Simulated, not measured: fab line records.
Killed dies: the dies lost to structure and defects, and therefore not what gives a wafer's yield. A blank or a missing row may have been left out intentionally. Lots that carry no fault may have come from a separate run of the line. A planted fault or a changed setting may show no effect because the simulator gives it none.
Chamber matching / flow n5_finfet / 4 sister chambers for N5_BEOL_M6_ETCH_61 on rie_diel-05
The step etches SiARC in CF4, target depth 45.5 nm, time 75.8 s. 14 wafers are shown with their chamber, then 7 later ones without.

== WAFERS WITH THEIR CHAMBER ==
wafer=L731.2; chamber=3; throttle_valve_pct (%)=15.82; showerhead_plenum_p_Torr (Torr)=2.11; drypump_motor_current_A (A)=5.9
wafer=L731.3; chamber=1; throttle_valve_pct (%)=15.46; showerhead_plenum_p_Torr (Torr)=2.23; drypump_motor_current_A (A)=5.7
wafer=L731.4; chamber=0; throttle_valve_pct (%)=15.52; showerhead_plenum_p_Torr (Torr)=2.27; drypump_motor_current_A (A)=5.0
wafer=L732.1; chamber=2; throttle_valve_pct (%)=15.04; showerhead_plenum_p_Torr (Torr)=2.18; drypump_motor_current_A (A)=5.8
wafer=L732.4; chamber=0; throttle_valve_pct (%)=15.53; showerhead_plenum_p_Torr (Torr)=2.27; drypump_motor_current_A (A)=5.1
wafer=L732.5; chamber=1; throttle_valve_pct (%)=15.47; showerhead_plenum_p_Torr (Torr)=2.23; drypump_motor_current_A (A)=5.7
wafer=L735.3; chamber=1; throttle_valve_pct (%)=15.49; showerhead_plenum_p_Torr (Torr)=2.23; drypump_motor_current_A (A)=5.6
wafer=L735.5; chamber=1; throttle_valve_pct (%)=15.48; showerhead_plenum_p_Torr (Torr)=2.23; drypump_motor_current_A (A)=5.7
wafer=L735.6; chamber=0; throttle_valve_pct (%)=15.55; showerhead_plenum_p_Torr (Torr)=2.27; drypump_motor_current_A (A)=5.1
wafer=L736.1; chamber=0; throttle_valve_pct (%)=15.56; showerhead_plenum_p_Torr (Torr)=2.26; drypump_motor_current_A (A)=5.1
wafer=L736.4; chamber=1; throttle_valve_pct (%)=15.49; showerhead_plenum_p_Torr (Torr)=2.23; drypump_motor_current_A (A)=5.6
wafer=L736.6; chamber=0; throttle_valve_pct (%)=15.57; showerhead_plenum_p_Torr (Torr)=2.27; drypump_motor_current_A (A)=5.1
wafer=L737.1; chamber=1; throttle_valve_pct (%)=15.49; showerhead_plenum_p_Torr (Torr)=2.23; drypump_motor_current_A (A)=5.7
wafer=L737.4; chamber=2; throttle_valve_pct (%)=15.06; showerhead_plenum_p_Torr (Torr)=2.17; drypump_motor_current_A (A)=5.8

SIGNATURES (averages over the wafers above)
reading=throttle_valve_pct; chamber 0=15.5460; chamber 1=15.4800; chamber 2=15.0500; chamber 3=15.8200; scatter within a chamber=0.0165
reading=showerhead_plenum_p_Torr; chamber 0=2.2680; chamber 1=2.2300; chamber 2=2.1750; chamber 3=2.1100; scatter within a chamber=0.00361
reading=drypump_motor_current_A; chamber 0=5.080; chamber 1=5.667; chamber 2=5.800; chamber 3=5.900; scatter within a chamber=0.0462
Rule: a wafer's distance from a chamber is the root of the sum, over the readings, of the square of ((its reading less the chamber's mean) divided by the reading's scatter). The wafer belongs to the nearest chamber; if the next one is less than 2 further off, it can't be placed. The scatter: the root of (the sum of the squares of (reading less its chamber's mean) over the shown wafers, divided by (wafers less chambers)).

== WAFERS WITH NO CHAMBER GIVEN ==
wafer=L737.5; throttle_valve_pct (%)=15.57; showerhead_plenum_p_Torr (Torr)=2.26; drypump_motor_current_A (A)=5.0
wafer=L739.5; throttle_valve_pct (%)=15.07; showerhead_plenum_p_Torr (Torr)=2.17; drypump_motor_current_A (A)=5.8
wafer=L738.1; throttle_valve_pct (%)=15.49; showerhead_plenum_p_Torr (Torr)=2.22; drypump_motor_current_A (A)=5.7
wafer=L738.2; throttle_valve_pct (%)=15.09; showerhead_plenum_p_Torr (Torr)=2.17; drypump_motor_current_A (A)=5.8
wafer=L749.2; throttle_valve_pct (%)=15.13; showerhead_plenum_p_Torr (Torr)=2.16; drypump_motor_current_A (A)=5.8
wafer=L749.4; throttle_valve_pct (%)=15.39; showerhead_plenum_p_Torr (Torr)=2.10; drypump_motor_current_A (A)=5.9
wafer=L749.5; throttle_valve_pct (%)=15.62; showerhead_plenum_p_Torr (Torr)=2.25; drypump_motor_current_A (A)=5.1

== WHICH CHAMBER EACH ONE RAN IN ==
wafer=L737.5; from the rows above=0; in truth=0
wafer=L739.5; from the rows above=2; in truth=2
wafer=L738.1; from the rows above=1; in truth=1
wafer=L738.2; from the rows above=2; in truth=2
wafer=L749.2; from the rows above=2; in truth=2
wafer=L749.4; from the rows above=3; in truth=3
wafer=L749.5; from the rows above=0; in truth=0
7 of 7 placed correctly. From these rows, 0 cannot be placed. Wrongly placed: 0.
